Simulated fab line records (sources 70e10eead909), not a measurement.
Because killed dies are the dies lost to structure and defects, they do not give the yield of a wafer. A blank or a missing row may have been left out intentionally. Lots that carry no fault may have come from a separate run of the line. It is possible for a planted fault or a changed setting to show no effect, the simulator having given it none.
Chamber matching | flow nand_harc | NHARC_P_M2_CMP_23 on cmp-03: 4 sister chambers
The step polishes, t overpolish 20 s, target thk 144.3 nm. 4 wafers are shown with their chamber, then 7 later ones without.

== WAFERS WITH THEIR CHAMBER ==
wafer  | chamber | motor_current_A (A)
L483.2 | 0       | 12.3
L487.2 | 2       | 11.4
L495.2 | 3       | 13.6
L495.4 | 1       | 11.0

== WAFERS WITHOUT THEIR CHAMBER ==
wafer  | motor_current_A (A)
L495.6 | 12.7
L499.1 | 13.3
L499.2 | 12.1
L499.3 | 11.0
L498.3 | 13.1
L498.5 | 11.6
L498.6 | 10.9

== WHICH CHAMBER EACH ONE RAN IN ==
wafer  | from the rows above          | in truth
L495.6 | can't be placed: 0 or 3      | 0
L499.1 | 3                            | 3
L499.2 | can't be placed: 0 or 2      | 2
L499.3 | can't be placed: 1 or 2      | 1
L498.3 | can't be placed: 3 or 0      | 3
L498.5 | can't be placed: 2 or 1 or 0 | 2
L498.6 | can't be placed: 1 or 2      | 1
Placed correctly: 1 of 7. Not placeable from these rows: 6 (in 6, the candidates include the true chamber). 0 placed wrongly.
How it was worked out, from the rows above alone: a wafer's distance from a chamber is the root of the sum, over the readings, of the square of ((its reading less the chamber's mean) divided by the reading's scatter). The wafer belongs to the nearest chamber; if the next one is less than 2 further off, it can't be placed. For every chamber, the mean is computed from those of its wafers that are shown. The scatter: with one shown wafer a chamber, the root of the mean of the squares of how far each hidden wafer lies from its nearest shown one.
